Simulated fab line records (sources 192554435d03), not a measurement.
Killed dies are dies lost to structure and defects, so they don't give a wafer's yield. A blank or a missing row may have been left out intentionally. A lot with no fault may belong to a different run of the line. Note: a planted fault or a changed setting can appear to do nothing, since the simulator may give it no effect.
fab line records | flow n5-finfet
record lots=9 | wafers=27 | last-day=17
route steps=1938 shown BEOL_M4@1060
lots untouched by any fault: they come from a run of this same line in which no faults occurred
start-h: hours from the record's first day to the start of the lot's first wafer shown | wait-h: hours since the lot's step before | " same as the row above | L1.1+2: a row that stands for several wafers | - value missing, or start not given | * or withheld: withheld | < > ~ a bound
route shown NAME@n: a module of which the file shows steps, and the number in the route of the first | usual: average and standard deviation across the fault-free wafers | same: alike in all rows | chamber/n: place in a boat | sites: readings site by site | _std_site: how widely they spread, as a standard deviation | _edge_site: outer sites' mean less inner sites' | radius-mm: how far each site lies from the wafer's centre | mask NAME#n: copy n | behind: tool/chamber where the wafer was last shaped | hold: why the lot went on hold/how many hours it stayed there/how the hold came to an end | device: the n, p or np transistor that did not switch | end of line: at the end of the route, the tests of the same wafers | a step with no rows: only its recipe | killed: not the wafer's yield, but the dies lost to structure and defects at the first sort | map: a wafer's dies, x killed, . not, _ none there
set.NAME: the setting as run; set.NAME@STEP: as run at that earlier step | model.NAME: the simulator's own value behind a step, which no gauge read
steps of the route over a sample of lots; a table a step, a row a wafer
services: the hour from which a tool's chamber was out of use, counted from the record's first day as start-h (under 0 if before that day), plus the number of hours and why
## steps
# step N5_BEOL_M4_ETCH_77
# recipe chemistry=N2/H2 | target=underlayer | target-depth-a=65 | mask-material=CAR-EUV | time-s=5.2 | ion-energy-ev=200 | pressure-mtorr=30 | source-w=840 | bias-w=150 | n2-flow-sccm=200 | h2-flow-sccm=200 | ends=cleared
# usual bias-w=150.0/0.46 | drypump-motor-current-A=5.62/0.28 | etch-rf-on-time-s=5.27/0.18 | oes-product-au=0.67/0.072 | rf-vpp-V=522.3/2.3 | showerhead-plenum-p-Torr=2.50/0.066 | throttle-valve-pct=18.0/0.31
lot.wafer | tool        | chamber | start-h | wait-h | bias-w | drypump-motor-current-A | etch-rf-on-time-s | oes-product-au | rf-hours-counter-h | rf-vpp-V | showerhead-plenum-p-Torr | throttle-valve-pct
L113.3    | rie-diel-02 | 0       | 180.01  | 0.0    | 149.9  | 5.71                    | 5.48              | 0.60           | 213                | 518.3    | 2.45                     | 18.4
L113.4    | "           | 1       | "       | "      | 149.6  | 5.22                    | 5.29              | 0.64           | 132                | 519.7    | 2.45                     | 18.3
L113.5    | "           | 3       | "       | "      | 150.3  | 5.74                    | 5.08              | 0.82           | -                  | 520.5    | 2.52                     | 18.0
L115.2    | rie-diel-02 | 1       | 201.44  | 0.0    | 150.3  | 5.20                    | 5.33              | 0.63           | 140                | 519.8    | 2.45                     | 18.3
L115.3    | "           | 2       | "       | "      | 150.2  | 5.67                    | 5.10              | 0.60           | 223                | 521.1    | 2.51                     | 18.2
L115.4    | "           | 3       | "       | "      | 150.4  | 5.75                    | 5.17              | 0.78           | 18                 | 521.1    | 2.52                     | 18.0
L116.2    | rie-diel-06 | 2       | 212.02  | 0.0    | 150.1  | 5.52                    | 5.01              | 0.73           | 84                 | 522.8    | 2.59                     | 18.1
L116.3    | "           | 1       | "       | "      | 149.8  | 5.42                    | 5.06              | 0.76           | 44                 | 526.8    | 2.59                     | 17.7
L116.6    | "           | 0       | "       | "      | 150.5  | 6.05                    | 5.39              | 0.73           | -                  | 523.7    | 2.47                     | 17.5
L120.1    | rie-diel-03 | 3       | 229.31  | 0.0    | 149.6  | 5.93                    | 5.39              | 0.61           | 187                | 520.2    | 2.52                     | 17.8
L120.3    | "           | 3       | "       | "      | 149.6  | 5.89                    | 5.49              | 0.60           | -                  | 523.1    | 2.52                     | 17.8
L120.4    | "           | 1       | "       | "      | 149.3  | 5.25                    | 5.26              | 0.67           | -                  | 519.4    | 2.41                     | 17.6
L121.1    | rie-diel-03 | 1       | 230.99  | 0.0    | 150.0  | 5.23                    | 5.31              | 0.67           | 136                | 521.7    | 2.41                     | 17.6
L121.2    | "           | 3       | "       | "      | 151.0  | 5.99                    | 5.44              | 0.60           | 187                | 525.2    | 2.52                     | 17.8
L121.3    | "           | 3       | "       | "      | 151.3  | 5.92                    | 5.48              | 0.61           | -                  | 523.4    | 2.52                     | 17.8
L125.1    | rie-diel-02 | 1       | 263.95  | 0.0    | 149.7  | 5.20                    | 5.28              | 0.62           | 160                | 521.8    | 2.44                     | 18.4
L125.3    | "           | 0       | "       | "      | 150.3  | 5.69                    | 5.63              | 0.57           | 242                | 520.3    | 2.44                     | 18.5
L125.5    | "           | 0       | "       | "      | 150.0  | 5.70                    | 5.59              | 0.59           | -                  | 522.9    | 2.44                     | 18.4
L126.2    | rie-diel-02 | 1       | 266.62  | 0.0    | 150.4  | 5.24                    | 5.22              | 0.62           | 161                | 520.6    | 2.44                     | 18.4
L126.4    | "           | 3       | "       | "      | 150.3  | 5.79                    | 5.10              | 0.75           | 43                 | 524.1    | 2.51                     | 18.0
L126.5    | "           | 0       | "       | "      | 150.3  | 5.69                    | 5.56              | 0.58           | -                  | 519.9    | 2.44                     | 18.4
L128.2    | rie-diel-03 | 0       | 278.54  | 0.0    | 150.0  | 5.11                    | 5.11              | 0.78           | 16                 | 526.1    | 2.61                     | 17.4
L128.4    | "           | 1       | "       | "      | 150.5  | 5.22                    | 5.40              | 0.65           | 154                | 522.2    | 2.41                     | 17.6
L128.6    | "           | 3       | "       | "      | 150.8  | 5.88                    | 5.52              | 0.58           | -                  | 522.4    | 2.51                     | 17.9
L130.1    | rie-diel-02 | 3       | 288.83  | 0.0    | 150.6  | 5.75                    | 5.13              | 0.73           | 52                 | 520.2    | 2.50                     | 18.1
L130.5    | "           | 3       | "       | "      | 149.7  | 5.75                    | 5.18              | 0.73           | -                  | 522.0    | 2.50                     | 18.1
L130.6    | "           | 1       | "       | "      | 149.5  | 5.18                    | 5.24              | 0.61           | -                  | 522.7    | 2.44                     | 18.4
# step N5_BEOL_M4_TRENCH_ETCH_37
# recipe chemistry=C4F6/O2 | target-depth-a=555.55 | target=SiOC | time-s=29.2 | ion-energy-ev=250 | pressure-mtorr=30 | source-w=355 | bias-w=185 | Ar_flow_sccm=300 | C4F6_flow_sccm=10 | O2_flow_sccm=10
# usual C4F6_flow_sccm=10.000/0.03 | bias-w=185.0/0.5 | drypump-motor-current-A=5.61/0.3 | oes-product-au=0.79/0.077 | rf-vpp-V=665/19 | showerhead-plenum-p-Torr=2.80/0.079 | throttle-valve-pct=20.79/0.25
# same time-s=29.2
lot.wafer | tool        | chamber | start-h | wait-h | C4F6_flow_sccm | bias-w | drypump-motor-current-A | oes-product-au | rf-hours-counter-h | rf-vpp-V | showerhead-plenum-p-Torr | throttle-valve-pct
L113.3    | rie-diel-03 | 0       | 181.78  | -      | 10.011         | 184.5  | 5.08                    | 0.69           | 238                | 677      | 2.93                     | 20.81
L113.4    | "           | 2       | "       | "      | 9.977          | 184.3  | 5.72                    | 0.89           | 46                 | 692      | 2.90                     | 20.68
L113.5    | "           | 2       | "       | "      | 10.005         | 184.5  | 5.74                    | 0.89           | -                  | 692      | 2.90                     | 20.69
L115.2    | rie-diel-02 | 3       | 202.72  | -      | 10.011         | 184.9  | 5.79                    | 0.93           | 19                 | 682      | 2.79                     | 20.76
L115.3    | "           | 2       | "       | "      | 9.972          | 185.0  | 5.67                    | 0.70           | 224                | 650      | 2.78                     | 20.93
L115.4    | "           | 0       | "       | "      | 10.055         | 184.7  | 5.70                    | 0.70           | 222                | 627      | 2.69                     | 20.98
L116.2    | rie-diel-03 | 2       | 213.01  | -      | 10.005         | 185.1  | 5.70                    | 0.86           | 59                 | 691      | 2.89                     | 20.69
L116.3    | "           | 3       | "       | "      | 10.036         | 185.8  | 5.95                    | 0.71           | 179                | 652      | 2.81                     | 20.71
L116.6    | "           | 2       | "       | "      | 9.978          | 184.9  | 5.70                    | 0.86           | -                  | 692      | 2.89                     | 20.70
L120.1    | rie-diel-02 | 3       | 238.24  | -      | 10.043         | 186.1  | 5.73                    | 0.90           | 32                 | 679      | 2.79                     | 20.80
L120.3    | "           | 1       | "       | "      | 10.008         | 185.1  | 5.27                    | 0.74           | 151                | 691      | 2.77                     | 21.55
L120.4    | "           | 2       | "       | "      | 9.997          | 184.6  | 5.68                    | 0.69           | 237                | 652      | 2.77                     | 20.96
L121.1    | rie-diel-02 | 1       | 241.63  | -      | 9.942          | 172.0  | 5.24                    | 0.73           | 152                | 653      | 2.77                     | 21.54
L121.2    | "           | 0       | "       | "      | 9.987          | 184.8  | 5.72                    | 0.69           | 235                | 626      | 2.68                     | 21.00
L121.3    | "           | 2       | "       | "      | 10.031         | 185.1  | 5.70                    | 0.70           | 238                | 651      | 2.77                     | 20.96
L125.1    | rie-diel-02 | 1       | 265.07  | -      | 10.026         | 171.7  | 5.20                    | 0.73           | 161                | 654      | 2.76                     | 21.55
L125.3    | "           | 3       | "       | "      | 9.974          | 184.9  | 5.74                    | 0.88           | 42                 | 679      | 2.78                     | 20.81
L125.5    | "           | 3       | "       | "      | 10.001         | 185.2  | 5.71                    | 0.88           | -                  | 679      | 2.78                     | 20.80
L126.2    | rie-diel-06 | 2       | 269.84  | -      | 9.973          | 185.5  | 5.55                    | 0.83           | 100                | 647      | 2.88                     | 20.86
L126.4    | "           | 0       | "       | "      | 9.993          | 184.4  | 5.98                    | 0.82           | 66                 | 665      | 2.73                     | 20.51
L126.5    | "           | 3       | "       | "      | 10.016         | 184.2  | 5.94                    | 0.68           | -                  | 638      | 2.68                     | 21.04
L128.2    | rie-diel-06 | 3       | 279.23  | -      | 9.996          | 185.0  | 5.92                    | 0.67           | 247                | 637      | 2.68                     | 21.05
L128.4    | "           | 1       | "       | "      | 10.014         | 185.8  | 5.43                    | 0.84           | 68                 | 660      | 2.89                     | 20.80
L128.6    | "           | 1       | "       | "      | 10.019         | 185.0  | 5.43                    | 0.85           | -                  | 661      | 2.88                     | 20.80
L130.1    | rie-diel-06 | 2       | 294.06  | -      | 10.018         | 185.1  | 5.54                    | 0.81           | 109                | 648      | 2.87                     | 20.89
L130.5    | "           | 1       | "       | "      | 9.990          | 184.9  | 5.42                    | 0.84           | -                  | 662      | 2.88                     | 20.82
L130.6    | "           | 0       | "       | "      | 9.969          | 184.8  | 6.04                    | 0.81           | -                  | 664      | 2.73                     | 20.50
# step N5_BEOL_M4_STRIP_97
# recipe chemistry=N2/H2 | time-s=10 | power-w=450 | temp-c=40 | pressure-mtorr=20 | rf-frequency-hz=6e+07 | bias-power-w=7 | n2-flow-sccm=200 | h2-flow-sccm=200
# usual drypump-motor-current-A=5.61/0.3 | oes-product-au=0.79/0.076 | rf-vpp-V=59.0/0.83 | showerhead-plenum-p-Torr=2.50/0.068 | throttle-valve-pct=23.6/0.45
# same time-s=10
lot.wafer | tool        | chamber | start-h | wait-h | drypump-motor-current-A | oes-product-au | rf-hours-counter-h | rf-vpp-V | showerhead-plenum-p-Torr | throttle-valve-pct
L113.3    | rie-diel-03 | 0       | -       | -      | 5.11                    | 0.69           | 238                | 58.3     | 2.62                     | 23.4
L113.4    | "           | 2       | "       | "      | 5.71                    | 0.90           | 46                 | 57.9     | 2.56                     | 23.2
L113.5    | "           | 2       | "       | "      | 5.72                    | 0.90           | -                  | 58.8     | 2.56                     | 23.2
L115.2    | rie-diel-02 | 3       | -       | -      | 5.76                    | 0.93           | 19                 | 58.1     | 2.51                     | 24.1
L115.3    | "           | 2       | "       | "      | 5.71                    | 0.70           | 224                | 58.4     | 2.50                     | 24.2
L115.4    | "           | 0       | "       | "      | 5.72                    | 0.71           | 222                | 58.2     | 2.44                     | 24.4
L116.2    | rie-diel-03 | 2       | -       | -      | 5.70                    | 0.89           | 59                 | 58.5     | 2.56                     | 23.3
L116.3    | "           | 3       | "       | "      | 5.97                    | 0.74           | 179                | 60.7     | 2.52                     | 23.6
L116.6    | "           | 2       | "       | "      | 5.72                    | 0.89           | -                  | 59.0     | 2.55                     | 23.2
L120.1    | rie-diel-02 | 3       | -       | -      | 5.72                    | 0.90           | 32                 | 59.1     | 2.51                     | 24.1
L120.3    | "           | 1       | "       | "      | 5.21                    | 0.74           | 151                | 60.6     | 2.44                     | 24.2
L120.4    | "           | 2       | "       | "      | 5.72                    | 0.68           | 237                | 60.0     | 2.50                     | 24.2
L121.1    | rie-diel-02 | 1       | -       | -      | 5.21                    | 0.73           | 152                | 59.2     | 2.44                     | 24.2
L121.2    | "           | 0       | "       | "      | 5.69                    | 0.69           | 235                | 59.6     | 2.44                     | 24.5
L121.3    | "           | 2       | "       | "      | 5.72                    | 0.69           | 238                | 58.4     | 2.49                     | 24.2
L125.1    | rie-diel-02 | 1       | -       | -      | 5.24                    | 0.73           | 161                | 58.5     | 2.44                     | 24.2
L125.3    | "           | 3       | "       | "      | 5.77                    | 0.89           | 42                 | 59.0     | 2.50                     | 24.1
L125.5    | "           | 3       | "       | "      | 5.76                    | 0.88           | -                  | 58.0     | 2.50                     | 24.1
L126.2    | rie-diel-06 | 2       | -       | -      | 5.55                    | 0.81           | 100                | 59.5     | 2.58                     | 24.3
L126.4    | "           | 0       | "       | "      | 6.01                    | 0.83           | 66                 | 60.5     | 2.45                     | 23.2
L126.5    | "           | 3       | "       | "      | 5.95                    | 0.67           | -                  | 59.6     | 2.39                     | 23.6
L128.2    | rie-diel-06 | 3       | -       | -      | 5.93                    | 0.67           | 247                | 59.6     | 2.39                     | 23.6
L128.4    | "           | 1       | "       | "      | 5.41                    | 0.83           | 68                 | 60.4     | 2.58                     | 23.5
L128.6    | "           | 1       | "       | "      | 5.40                    | 0.83           | -                  | 60.2     | 2.58                     | 23.5
L130.1    | rie-diel-06 | 2       | -       | -      | 5.55                    | 0.80           | 109                | 60.0     | 2.57                     | 24.3
L130.5    | "           | 1       | "       | "      | 5.42                    | 0.83           | -                  | 58.8     | 2.58                     | 23.5
L130.6    | "           | 0       | "       | "      | 6.07                    | 0.81           | -                  | 58.6     | 2.45                     | 23.3
# step N5_BEOL_M4_OCD_MEAS_38
# usual trench-depth-nm=54.7/1.3
lot.wafer | tool   | chamber | start-h | wait-h | trench-depth-nm
L113.3    | ocd-02 | -       | 181.93  | -      | 55.7
L113.4    | "      | -       | "       | "      | 55.3
L113.5    | "      | -       | "       | "      | 53.9
L115.2    | ocd-02 | -       | 202.87  | -      | 56.6
L115.3    | "      | -       | "       | "      | 55.2
L115.4    | "      | -       | "       | "      | 52.5
L116.2    | ocd-01 | -       | 213.17  | -      | 54.6
L116.3    | "      | -       | "       | "      | 53.1
L116.6    | "      | -       | "       | "      | 54.1
L120.1    | ocd-01 | -       | 238.39  | -      | 57.0
L120.3    | "      | -       | "       | "      | 55.6
L120.4    | "      | -       | "       | "      | 55.6
L121.1    | ocd-01 | -       | 241.78  | -      | 54.3
L121.2    | "      | -       | "       | "      | 52.5
L121.3    | "      | -       | "       | "      | 55.6
L125.1    | ocd-02 | -       | 265.23  | -      | 54.3
L125.3    | "      | -       | "       | "      | 57.3
L125.5    | "      | -       | "       | "      | 56.6
L126.2    | ocd-02 | -       | 269.99  | -      | 57.0
L126.4    | "      | -       | "       | "      | 53.4
L126.5    | "      | -       | "       | "      | 55.5
L128.2    | ocd-01 | -       | 279.39  | -      | 54.6
L128.4    | "      | -       | "       | "      | 56.0
L128.6    | "      | -       | "       | "      | 55.6
L130.1    | ocd-02 | -       | 294.22  | -      | 56.0
L130.5    | "      | -       | "       | "      | 55.5
L130.6    | "      | -       | "       | "      | 52.8
# step N5_BEOL_M4_RC_MEAS_101
# usual DIBL_N=35.9/2.5 | DIBL_P=36.0/3 | IOFF_N=0.16/0.047 | IOFF_P=0.21/0.047 | ION_N=671/14 | ION_P=460/8.8 | SS_N=71.5/0.73 | SS_P=73.2/0.91 | VT_N=250/4.3 | VT_P=-251/3.6
lot.wafer | tool      | chamber | start-h | wait-h | DIBL_N[mV/V] | DIBL_P[mV/V] | IOFF_N[nA/um] | IOFF_P[nA/um] | ION_N[uA/um] | ION_P[uA/um] | SS_N[mV/dec] | SS_P[mV/dec] | VT_N[mV] | VT_P[mV]
L113.3    | prober-01 | 0       | 187.33  | 0.3    | 39.6         | 39.0         | 0.24          | 0.26          | 707          | 475          | 71.7         | 74.3         | 241      | -249
L113.4    | "         | 0       | "       | "      | 32.6         | 29.5         | 0.10          | 0.13          | 654          | 447          | 69.6         | 71.7         | 256      | -256
L113.5    | "         | 0       | "       | "      | 40.8         | 38.8         | 0.28          | 0.26          | 684          | 460          | 72.6         | 74.4         | 243      | -248
L115.2    | prober-02 | 0       | 206.96  | 0.2    | 35.2         | 34.8         | 0.16          | 0.17          | 677          | 453          | 71.7         | 72.9         | 250      | -256
L115.3    | "         | 0       | "       | "      | 32.0         | 32.5         | 0.12          | 0.14          | 660          | 452          | 70.7         | 72.5         | 252      | -254
L115.4    | "         | 0       | "       | "      | 32.7         | 32.3         | 0.12          | 0.14          | 658          | 449          | 70.5         | 72.9         | 254      | -257
L116.2    | prober-01 | 0       | 217.12  | 0.2    | 37.0         | 35.8         | 0.16          | 0.21          | 681          | 465          | 71.8         | 74.2         | 251      | -250
L116.3    | "         | 0       | "       | "      | 36.8         | 35.4         | 0.15          | 0.19          | 667          | 454          | 71.2         | 73.2         | 251      | -254
L116.6    | "         | 0       | "       | "      | 38.2         | 36.5         | 0.17          | 0.21          | 674          | 457          | 72.0         | 73.9         | 247      | -252
L120.1    | prober-01 | 0       | 242.51  | 0.0    | 37.4         | 36.6         | 0.15          | 0.22          | 652          | 455          | 71.4         | 73.4         | 252      | -252
L120.3    | "         | 0       | "       | "      | 31.7         | 30.3         | 0.09          | 0.13          | 658          | 451          | 70.4         | 72.4         | 256      | -260
L120.4    | "         | 0       | "       | "      | 41.4         | 41.5         | 0.27          | 0.27          | 695          | 458          | 72.6         | 74.5         | 242      | -251
L121.1    | prober-02 | 0       | 247.27  | 0.0    | 39.5         | 42.5         | 0.25          | 0.28          | 685          | 468          | 71.5         | 74.9         | 242      | -246
L121.2    | "         | 0       | "       | "      | 32.7         | 34.3         | 0.12          | 0.16          | 655          | 451          | 70.2         | 72.8         | 251      | -254
L121.3    | "         | 0       | "       | "      | 34.8         | 35.9         | 0.14          | 0.18          | 656          | 448          | 70.5         | 73.0         | 251      | -255
L125.1    | prober-02 | 0       | 269.06  | 0.0    | 35.8         | 35.2         | 0.14          | 0.19          | 685          | 470          | 70.5         | 73.0         | 248      | -250
L125.3    | "         | 0       | "       | "      | 39.0         | 39.9         | 0.22          | 0.28          | 693          | 469          | 71.2         | 74.4         | 244      | -247
L125.5    | "         | 0       | "       | "      | 38.1         | 39.4         | 0.18          | 0.26          | 692          | 475          | 71.8         | 74.3         | 247      | -248
L126.2    | prober-02 | 0       | 274.46  | 0.2    | 39.7         | 41.2         | 0.27          | 0.32          | 703          | 470          | 73.1         | 74.6         | 241      | -245
L126.4    | "         | 0       | "       | "      | 38.5         | 39.9         | 0.25          | 0.29          | 690          | 471          | 72.2         | 75.1         | 244      | -245
L126.5    | "         | 0       | "       | "      | 34.5         | 35.4         | 0.15          | 0.23          | 681          | 467          | 71.6         | 73.0         | 248      | -249
L128.2    | prober-01 | 0       | 283.90  | 0.2    | 34.3         | 34.8         | 0.13          | 0.19          | 667          | 460          | 71.5         | 73.0         | 253      | -252
L128.4    | "         | 0       | "       | "      | 35.8         | 37.5         | 0.15          | 0.22          | 654          | 457          | 71.7         | 73.7         | 251      | -249
L128.6    | "         | 0       | "       | "      | 37.4         | 40.5         | 0.21          | 0.29          | 692          | 473          | 72.7         | 74.5         | 243      | -244
L130.1    | prober-02 | 0       | 300.24  | 0.0    | 35.0         | 35.1         | 0.13          | 0.19          | 655          | 452          | 71.1         | 72.8         | 255      | -252
L130.5    | "         | 0       | "       | "      | 34.7         | 34.8         | 0.15          | 0.19          | 681          | 468          | 71.2         | 73.5         | 251      | -250
L130.6    | "         | 0       | "       | "      | 32.9         | 32.7         | 0.10          | 0.16          | 656          | 455          | 71.0         | 72.0         | 259      | -254
## services
tool        | chamber | start-h | hours | kind
rie-diel-06 | -       | 174.34  | 14.6  | pm
rie-diel-02 | -       | 198.01  | 0.6   | repair
rie-diel-02 | 1       | 204.08  | 6.8   | repair
rie-diel-03 | 0       | 211.06  | -     | clean
rie-diel-03 | 0       | 211.06  | -     | consumable-replace:focus-ring
rie-diel-03 | 0       | 211.06  | 26.7  | scheduled-down
rie-diel-03 | 0       | 211.06  | 26.7  | vent-cycle
rie-diel-02 | -       | 223.96  | 2.3   | repair
rie-diel-03 | 2       | 228.06  | 8.4   | repair
rie-diel-06 | 2       | 235.93  | 8.0   | repair
rie-diel-02 | 0       | 246.25  | 4.4   | repair
rie-diel-06 | 3       | 253.06  | 2.6   | repair
rie-diel-02 | 2       | 277.61  | -     | clean
rie-diel-02 | 2       | 277.61  | -     | consumable-replace:focus-ring
rie-diel-02 | 2       | 277.61  | 20.2  | scheduled-down
rie-diel-02 | 2       | 277.61  | 20.2  | vent-cycle
rie-diel-06 | 3       | 286.58  | -     | clean
rie-diel-06 | 3       | 286.58  | -     | consumable-replace:focus-ring
rie-diel-06 | 3       | 286.58  | -     | consumable-replace:showerhead
rie-diel-06 | 3       | 286.58  | 22.1  | scheduled-down
rie-diel-06 | 3       | 286.58  | 22.1  | vent-cycle
## key
first-sign step=N5_BEOL_M4_TRENCH_ETCH_37 | reading=bias-w | direction=down | sigmas=26 | usual=* | struck=*
effect none on later readings
met-at N5_BEOL_M4_TRENCH_ETCH_37
struck-lots L121,L125
struck-wafers L121.1,L125.1
not-acting-at N5_BEOL_M4_ETCH_77,N5_BEOL_M4_STRIP_97,N5_BEOL_M4_OCD_MEAS_38
onset-between 238.24 241.63
fault kind=process-parameter-drift | tool=rie-diel-02 | chamber=1 | onset-h=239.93 | steps=N5_BEOL_M4_TRENCH_ETCH_37 | channel=bias-w | offset=* | shape=step | end-h=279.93 | acts-in=* | stated=*
